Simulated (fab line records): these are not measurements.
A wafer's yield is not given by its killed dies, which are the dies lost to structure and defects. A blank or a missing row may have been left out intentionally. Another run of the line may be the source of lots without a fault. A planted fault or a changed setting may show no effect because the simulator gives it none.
Chamber matching :: flow n5Finfet :: N5_BEOL_M2_VIA_ETCH_34 on rieDiel-05: 4 sister chambers
The step etches the open film in C4F6/O2, target depth 69.4 nm, time 65.9 s. 20 wafers are shown with their chamber, then 10 later ones without.

WAFERS PAIRED WITH THEIR CHAMBERS
wafer: L075.3
chamber: 2
rfVppV (V): 677
showerheadPlenumPTorr (Torr): 2.94
oesProductAu (a.u.): 0.75

wafer: L075.4
chamber: 1
rfVppV (V): 682
showerheadPlenumPTorr (Torr): 2.89
oesProductAu (a.u.): 0.86

wafer: L075.6
chamber: 2
rfVppV (V): 680
showerheadPlenumPTorr (Torr): 2.94
oesProductAu (a.u.): 0.75

wafer: L077.2
chamber: 0
rfVppV (V): 675
showerheadPlenumPTorr (Torr): 2.88
oesProductAu (a.u.): 0.80

wafer: L077.5
chamber: 3
rfVppV (V): 656
showerheadPlenumPTorr (Torr): 2.98
oesProductAu (a.u.): 0.84

wafer: L077.6
chamber: 0
rfVppV (V): 675
showerheadPlenumPTorr (Torr): 2.88
oesProductAu (a.u.): 0.80

wafer: L078.1
chamber: 1
rfVppV (V): 680
showerheadPlenumPTorr (Torr): 2.89
oesProductAu (a.u.): 0.84

wafer: L078.3
chamber: 3
rfVppV (V): 656
showerheadPlenumPTorr (Torr): 2.98
oesProductAu (a.u.): 0.83

wafer: L078.6
chamber: 0
rfVppV (V): 677
showerheadPlenumPTorr (Torr): 2.87
oesProductAu (a.u.): 0.79

wafer: L080.1
chamber: 1
rfVppV (V): 681
showerheadPlenumPTorr (Torr): 2.89
oesProductAu (a.u.): 0.82

wafer: L080.2
chamber: 3
rfVppV (V): 655
showerheadPlenumPTorr (Torr): 2.98
oesProductAu (a.u.): 0.81

wafer: L080.4
chamber: 2
rfVppV (V): 678
showerheadPlenumPTorr (Torr): 2.93
oesProductAu (a.u.): 0.73

wafer: L083.3
chamber: 2
rfVppV (V): 679
showerheadPlenumPTorr (Torr): 2.93
oesProductAu (a.u.): 0.73

wafer: L083.4
chamber: 0
rfVppV (V): 676
showerheadPlenumPTorr (Torr): 2.87
oesProductAu (a.u.): 0.78

wafer: L083.5
chamber: 3
rfVppV (V): 657
showerheadPlenumPTorr (Torr): 2.97
oesProductAu (a.u.): 0.82

wafer: L084.3
chamber: 2
rfVppV (V): 680
showerheadPlenumPTorr (Torr): 2.93
oesProductAu (a.u.): 0.72

wafer: L084.4
chamber: 3
rfVppV (V): 657
showerheadPlenumPTorr (Torr): 2.97
oesProductAu (a.u.): 0.81

wafer: L084.6
chamber: 2
rfVppV (V): 678
showerheadPlenumPTorr (Torr): 2.93
oesProductAu (a.u.): 0.72

wafer: L086.2
chamber: 1
rfVppV (V): 680
showerheadPlenumPTorr (Torr): 2.88
oesProductAu (a.u.): 0.82

wafer: L086.3
chamber: 0
rfVppV (V): 676
showerheadPlenumPTorr (Torr): 2.87
oesProductAu (a.u.): 0.78

SIGNATURES (averages over the wafers above)
reading: rfVppV
chamber 0: 675.80
chamber 1: 680.75
chamber 2: 678.67
chamber 3: 656.20
scatter within a chamber: 0.99

reading: showerheadPlenumPTorr
chamber 0: 2.8740
chamber 1: 2.8875
chamber 2: 2.9333
chamber 3: 2.9760
scatter within a chamber: 0.00529

reading: oesProductAu
chamber 0: 0.7900
chamber 1: 0.8350
chamber 2: 0.7333
chamber 3: 0.8220
scatter within a chamber: 0.0139
Rule: a wafer's distance from a chamber is the root of the sum, over the readings, of the square of ((its reading less the chamber's mean) divided by the reading's scatter). The wafer belongs to the nearest chamber; if the next one is less than 2 further off, it can't be placed. The scatter: take each reading less its chamber's mean, square it, sum over the shown wafers, divide by the number of wafers less the number of chambers, and take the root.

WAFERS WHOSE CHAMBER IS MISSING
wafer: L086.5
rfVppV (V): 656
showerheadPlenumPTorr (Torr): 2.97
oesProductAu (a.u.): 0.81

wafer: L087.3
rfVppV (V): 676
showerheadPlenumPTorr (Torr): 2.87
oesProductAu (a.u.): 0.76

wafer: L087.4
rfVppV (V): 657
showerheadPlenumPTorr (Torr): 2.97
oesProductAu (a.u.): 0.80

wafer: L087.5
rfVppV (V): 656
showerheadPlenumPTorr (Torr): 2.97
oesProductAu (a.u.): 0.79

wafer: L092.1
rfVppV (V): 681
showerheadPlenumPTorr (Torr): 2.87
oesProductAu (a.u.): 0.80

wafer: L092.3
rfVppV (V): 673
showerheadPlenumPTorr (Torr): 2.86
oesProductAu (a.u.): 0.76

wafer: L092.4
rfVppV (V): 655
showerheadPlenumPTorr (Torr): 2.96
oesProductAu (a.u.): 0.79

wafer: L094.1
rfVppV (V): 657
showerheadPlenumPTorr (Torr): 2.96
oesProductAu (a.u.): 0.78

wafer: L094.2
rfVppV (V): 678
showerheadPlenumPTorr (Torr): 2.92
oesProductAu (a.u.): 0.70

wafer: L094.3
rfVppV (V): 680
showerheadPlenumPTorr (Torr): 2.87
oesProductAu (a.u.): 0.79

EACH ONE'S CHAMBER
wafer: L086.5
from the rows above: 3
in truth: 3

wafer: L087.3
from the rows above: 0
in truth: 0

wafer: L087.4
from the rows above: 3
in truth: 3

wafer: L087.5
from the rows above: 3
in truth: 3

wafer: L092.1
from the rows above: can't be placed: 1 or 0
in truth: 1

wafer: L092.3
from the rows above: 0
in truth: 0

wafer: L092.4
from the rows above: 3
in truth: 3

wafer: L094.1
from the rows above: 3
in truth: 3

wafer: L094.2
from the rows above: 2
in truth: 2

wafer: L094.3
from the rows above: can't be placed: 0 or 1
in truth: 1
Placed correctly: 8 of 10. Cannot be placed on the basis of these rows: 2; the candidates contain the true chamber in 2. Wrongly placed: 0.
